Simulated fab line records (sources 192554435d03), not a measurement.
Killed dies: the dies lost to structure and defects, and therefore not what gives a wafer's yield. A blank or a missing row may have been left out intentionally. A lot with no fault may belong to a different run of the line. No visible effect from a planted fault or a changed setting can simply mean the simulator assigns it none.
Split-lot study | flow n5Finfet | 21 wafers read across 7 lots, on a route 1938 steps long

## ABOUT THE SPLIT
At N5_BEOL_M0_CUTY_ETCH_63 (etches SOC in N2/H2, target depth 82.7 nm, overetch 16.5 nm, time 124 s), the setting sourceW was moved away from the recipe's 840 W on 5 of the 21 wafers read, by -17.8% to +8.8%. The other wafers ran this setting at the recipe's value.

The reading is taken at the split's own step.

## THE READING
rfVppV, in V, at N5_BEOL_M0_CUTY_ETCH_63 (etches SOC in N2/H2, target depth 82.7 nm, overetch 16.5 nm, time 124 s). On this fab line, fault-free wafers typically give 523.5 V with a standard deviation of 2.5 V.

wafer  | tool, chamber at the split | sourceW as run, W | against the recipe | rfVppV, V | against lot-mates on the recipe
L075.1 | rieDiel-02, 2              | 690.1             | -17.8%             | 558.4     | +32.5
L075.3 | rieDiel-02, 1              | 840               | recipe             | 525.9     | -
L075.5 | rieDiel-02, 0              | 690.1             | -17.8%             | 559.7     | +33.8
L076.1 | rieDiel-04, 0              | 840               | recipe             | 521.5     | -
L076.2 | rieDiel-04, 1              | 840               | recipe             | 525.6     | -
L076.4 | rieDiel-04, 3              | 840               | recipe             | 523.8     | -
L079.1 | rieDiel-04, 1              | 840               | recipe             | 524.4     | -
L079.2 | rieDiel-04, 2              | 914.3             | +8.8%              | 506.9     | -16.6
L079.4 | rieDiel-04, 3              | 840               | recipe             | 522.7     | -
L084.4 | rieDiel-02, 3              | 840               | recipe             | 528.5     | -
L084.5 | rieDiel-02, 2              | 840               | recipe             | 522.8     | -
L084.6 | rieDiel-02, 0              | 769.3             | -8.4%              | 540.9     | +15.2
L088.1 | rieDiel-04, 1              | 840               | recipe             | 523.5     | -
L088.2 | rieDiel-04, 3              | 840               | recipe             | 522.8     | -
L088.4 | rieDiel-04, 2              | 840               | recipe             | 521.6     | -
L094.1 | rieDiel-04, 2              | 788.7             | -6.1%              | 532.6     | +12.1
L094.5 | rieDiel-04, 2              | 840               | recipe             | 519.2     | -
L094.6 | rieDiel-04, 3              | 840               | recipe             | 521.7     | -
L096.1 | rieDiel-06, 0              | 840               | recipe             | 525.4     | -
L096.4 | rieDiel-06, 0              | 840               | recipe             | 525.8     | -
L096.6 | rieDiel-06, 2              | 840               | recipe             | 519.0     | -

THE FIT
A straight line over all 21 wafers: rfVppV changes by -1.97 V for each +1% of sourceW; r = -0.98; the points scatter about the line by 2.4 V.
The same after taking each lot's own level away (the mean of its wafers on the recipe; 21 wafers): -1.86 V for each +1%; r = -0.99; scatter 1.8 V.
The reading moves by 33 V for the largest change in sourceW, on that fit.
The lots' own levels span 520.45 to 525.90 V, that is 2.2 times the standard deviation above.
Hence the lot-to-lot level has little effect on the slope; both slopes agree.
Check: for one of the wafers moved furthest among these (-17.8%), held out of the fit, the line's prediction against its lot-mates is +33.7 V. Against them it came out at +32.5 V.
Tool readings at the split's step, against how far the setting was moved: rfVppV r = -0.98.

## FURTHER SPLITS ON THESE WAFERS
Other splits were also applied to these wafers ahead of the reading. Each is held against what the fit with the lots' levels taken away leaves over:
other split on the same wafers        | wafers away from the commonest value | r with rfVppV (lot level and that fit taken away)
N5_GATE_CUT_ETCH_36 cf4FlowSccm       | 8                                    | -0.01
N5_GATE_CUT_ALD_22 aldCycles          | 5                                    | +0.11
N5_MOL_CONTACT_COAG_EXPOSE_37 doseMj  | 10                                   | -0.01
N5_MOL_CONTACT_COAG_ETCH_67 sourceW   | 9                                    | +0.18
N5_BEOL_M0_SAQP_MANDREL_ETCH_20 biasW | 8                                    | -0.28

## FILE'S OWN FIT
rfVppV changes by -1.87 V for each +1% of sourceW, r = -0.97.
